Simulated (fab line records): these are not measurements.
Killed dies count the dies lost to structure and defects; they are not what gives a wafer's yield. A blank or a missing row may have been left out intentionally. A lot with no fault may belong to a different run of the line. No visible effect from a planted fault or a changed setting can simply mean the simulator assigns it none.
Problem report, 8D (eight disciplines) form, completed by code    flow n5 finfet    the parts of the form that need people (team, actions taken, sign-off) are left out

1. WHAT IS WRONG
At N5_PASSIVATION_PROBE_49, killed_at_M4_up averages 1100 over 5 wafers from 3 lots, while fault-free wafers read 14, standard deviation 6. So: +99 or more standard deviations from the usual mean.
Earliest sighting: wafer L943.6 on prober-01 at day 18 14:16. At this step, 6 wafers from 3 lots have a number in the record. By rule, "out" or "out of limits" means more than 4 standard deviations away from the usual mean. The other wafers with a number count as sound.

2. WHAT THIS IS AND IS NOT
question                     is                                                                                                                   is not
which readings at this step  killed_at_M4_up, defect limited yield, killed dies, killed on rim, sort_bin_5_function, sort n pass, sort yield pct  killed_at_M0_to_M3, killed at contacts, killed at front end, killed at other, killed open, killed short, sort_bin_6_memory
which lots                   L943, L945, L946                                                                                                     -
which wafers of those lots   L943.6, L945.5, L945.6, L946.5, L946.6                                                                               L943.2
read on which tools          prober-01, prober-02                                                                                                 -
when                         from day 18 14:16                                                                                                    up to then (1 sound wafer)

3. WHAT RULES OUT EACH SUSPECT
Counting: if a tool at a process step up to the reading ran every lot that is out, it stays a suspect. Sound lots after the first of them don't rule it out here, since some wafers of a struck lot are sound.
- rie diel-06 at N5_BEOL_M6_ETCH_66 (etches SOC in N2/H2, target depth 80 nm, overetch 16 nm, time 120 s): kept. It ran every lot that is out, first L943 (day 14 23:02).
- pvd sputter-03 at N5_BEOL_M15_PRE_CLEAN_42 (time 30 s): kept. It ran every lot that is out and that the record shows at this step, first L943 (day 18 00:01). The record shows only 1 of the 3 lots at this step.
- rie diel-01 at N5_MIM_TOP_ETCH_STRIP_01 (strips in O2): kept. It ran every lot that is out and that the record shows at this step, first L943 (day 18 05:31). The record shows only 1 of the 3 lots at this step.
- rie metal-02 at N5_MIM_BOT_ETCH_ETCH_00 (etches TiN in Cl2/BCl3, target depth 45.5 nm): kept. It ran every lot that is out and that the record shows at this step, first L943 (day 18 06:27). The record shows only 1 of the 3 lots at this step.
Left after counting: rie diel-06 at N5_BEOL_M6_ETCH_66, pvd sputter-03 at N5_BEOL_M15_PRE_CLEAN_42, rie diel-01 at N5_MIM_TOP_ETCH_STRIP_01, rie metal-02 at N5_MIM_BOT_ETCH_ETCH_00.

4. THE CAUSE (what the simulator had put in)
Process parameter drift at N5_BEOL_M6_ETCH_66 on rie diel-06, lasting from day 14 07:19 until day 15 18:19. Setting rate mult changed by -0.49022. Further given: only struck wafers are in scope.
Counting leaves 4 suspects; this tool is one of them.

5. SEQUENCE OF EFFECTS, ordered by route
Rows list readings where the struck wafers' mean (over those with a number) sits beyond 3 standard deviations from the usual. Only readings whose record carries a usual standard deviation are examined. hours: median over the lots of the time between each lot's start at the first step of this table that gives one and its start at this step. sigmas: the change, counted in usual standard deviations.
hours  step                     reading               usual   on struck wafers  change  sigmas
0      N5_PASSIVATION_PROBE_49  defect limited yield  91.4 %  0.2               -91.2   -76
0      N5_PASSIVATION_PROBE_49  killed_at_M4_up       14      1100              +1086   +99 or more
0      N5_PASSIVATION_PROBE_49  killed dies           102     1177              +1075   +72
0      N5_PASSIVATION_PROBE_49  killed on rim         13      152               +139    +39
0      N5_PASSIVATION_PROBE_49  sort_bin_5_function   5.1 %   96.7              +91.6   +99 or more
0      N5_PASSIVATION_PROBE_49  sort n pass           1078    3                 -1075   -72
0      N5_PASSIVATION_PROBE_49  sort yield pct        91.4 %  0.2               -91.2   -76
Its process steps:
- N5_PASSIVATION_PROBE_49

6. WHAT WOULD HAVE CAUGHT IT SOONER
First out-of-limits reading in this record: day 18 14:16, which is 103 hours after fault onset at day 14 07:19.
Tool readings at N5_BEOL_M6_ETCH_66 with a usual standard deviation given in the record: none out on any struck wafer, hence no alarm at a limit of 4 standard deviations on them.
The start of N5_BEOL_M6_ETCH_66 on rie diel-06 came by day 18 14:16 for every one of the lots that are out (3). Holding the tool at that point would not have protected any of them.
